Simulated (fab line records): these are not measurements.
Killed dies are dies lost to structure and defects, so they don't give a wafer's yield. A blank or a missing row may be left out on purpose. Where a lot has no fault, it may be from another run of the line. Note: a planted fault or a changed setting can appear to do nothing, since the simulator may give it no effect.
Matching of chambers	flow n5Finfet	rieDiel-04 running N5_BEOL_M2_DESCUM_33: 4 sister chambers
The step chemistry O2, time 7 s. 8 wafers are shown with their chamber, then 9 later ones without.

## WAFERS, EACH WITH ITS CHAMBER
wafer	chamber	showerheadPlenumPTorr (Torr)	throttleValvePct (%)
L076.2	3	2.07	20.91
L088.4	3	2.06	20.98
L091.1	1	2.05	20.25
L091.2	0	2.20	20.60
L091.3	2	2.03	20.38
L091.4	0	2.20	20.60
L091.5	1	2.05	20.26
L091.6	2	2.02	20.37

## WAFERS MISSING THEIR CHAMBER
wafer	showerheadPlenumPTorr (Torr)	throttleValvePct (%)
L090.1	2.05	20.26
L090.4	2.02	20.38
L090.6	2.05	20.27
L092.1	2.03	20.37
L092.2	2.05	20.25
L092.3	2.20	20.60
L093.2	2.20	20.62
L093.3	2.05	20.26
L093.4	2.02	20.38

## WHICH CHAMBER EACH ONE RAN IN
wafer	from the rows above	in truth
L090.1	1	1
L090.4	2	2
L090.6	1	1
L092.1	2	2
L092.2	1	1
L092.3	0	0
L093.2	0	0
L093.3	1	1
L093.4	2	2
Correctly placed: 9 of 9. Left unplaced by these rows: 0. Wrongly placed: 0.
How it was worked out, from the rows above alone: a wafer's distance from a chamber is the root of the sum, over the readings, of the square of ((its reading less the chamber's mean) divided by the reading's scatter). The wafer belongs to the nearest chamber; if the next one is less than 2 further off, it can't be placed. The mean given for a chamber averages the wafers shown for that chamber. The scatter is the square root of a quotient: the sum, over the shown wafers, of each reading's squared deviation from its chamber's mean, divided by wafers minus chambers.
